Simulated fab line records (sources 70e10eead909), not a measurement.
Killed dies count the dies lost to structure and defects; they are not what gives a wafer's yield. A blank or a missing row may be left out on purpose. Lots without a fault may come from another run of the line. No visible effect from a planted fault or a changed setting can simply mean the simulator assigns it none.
Problem report, 8D (eight disciplines) form, completed by code -- flow nandHarc -- the parts of the form that need people (team, actions taken, sign-off) are left out

## 1. PROBLEM STATEMENT
Wafers without a fault read 998 nm, standard deviation 9.2; thkNm at NHARC_A_ONON_D2_THK_MEAS_14 reads a mean of 1499 nm on 6 wafers belonging to 2 lots. Relative to the usual mean, that is a shift of +54 standard deviations.
The step: measures by ellipsometry.
Seen first at day 19 13:21 on filmMetro-01, wafer L134.1. At this step, 39 wafers from 13 lots have a number in the record. Rule for "out" (also "out of limits"): further than 4 standard deviations from the usual mean. The other wafers with a number count as sound.

## 2. WHAT IT IS AND WHAT IT IS NOT
question,is,is not
which readings at this step,thkNm,-
which lots,"L134, L135","L117, L118, L120, L122, L124, L125, L126, L129, L138, L139, L140"
which wafers of those lots,all that have a number,-
read on which gauges,filmMetro-01,filmMetro-02
when,from day 19 13:21,"up to then (24 sound wafers); but 9 sound wafers of L138, L139, L140 came after"

## 3. SUSPECTS, AND WHAT RULES EACH OUT
Counting: any tool at a process step up to the reading is kept as a suspect provided that every lot that is out went through it and no sound lot did after the first of them.
- the gauge at NHARC_A_ONON_D2_THK_MEAS_14: kept. All the wafers that are out were read on filmMetro-01, and no step on other tools shows them out.
- rieSi-05 at NHARC_A_DECK1_JOINT_ETCHBACK_07 (etches the open film in HBr, target depth 105 nm, time 26.9 s): ruled out as a lasting fault. Sound lots L138, L140 ran on it after its first lot that is out, L134 (day 18 00:29).
- cmp-03 at NHARC_A_DECK1_JOINT_CMP_02 (polishes SiOx): kept. All lots that are out passed through it, beginning with L134 at day 19 09:48, and no sound lot followed; its final sound lot before that point was L124 at day 15 16:48.
- pecvdOnon-02 at NHARC_A_ONON_D2_DEP_12 (target thk 1000 nm): kept. All lots that are out passed through it, beginning with L134 at day 19 12:50, and no sound lot followed; its final sound lot before that point was L125 at day 15 19:47.
Still standing after the count: cmp-03 at NHARC_A_DECK1_JOINT_CMP_02, pecvdOnon-02 at NHARC_A_ONON_D2_DEP_12, filmMetro-01 at NHARC_A_ONON_D2_THK_MEAS_14.

## 4. THE CAUSE (what the simulator had put in)
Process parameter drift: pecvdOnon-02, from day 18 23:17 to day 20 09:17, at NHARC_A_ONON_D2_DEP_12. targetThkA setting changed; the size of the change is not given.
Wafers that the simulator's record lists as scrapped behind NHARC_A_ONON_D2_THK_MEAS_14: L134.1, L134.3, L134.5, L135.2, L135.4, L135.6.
Of the 3 suspects that counting leaves, this tool is one.

## 5. THE EFFECT CHAIN, in route order
Rows list readings where the struck wafers' mean (over those with a number) sits beyond 3 standard deviations from the usual. Only readings for which the record gives a usual standard deviation are gone through. hours: the time from each lot's start at the first step in this table that gives one to its start at this step, as a median over the lots. sigmas: the change in usual standard deviations.
hours,step,reading,usual,on struck wafers,change,sigmas
0,NHARC_A_ONON_D2_THK_MEAS_14,thkNm,998 nm,1499,+501,+54

## 6. WHAT WOULD HAVE CAUGHT IT SOONER
In this record the first reading out of limits at a measuring or inspecting step was taken at day 19 13:21, 14 hours after the fault began at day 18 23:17.
Of the lots that are out (2), L135 began NHARC_A_ONON_D2_DEP_12 on pecvdOnon-02 after day 19 13:21. Putting the tool on hold at that point would have spared it.
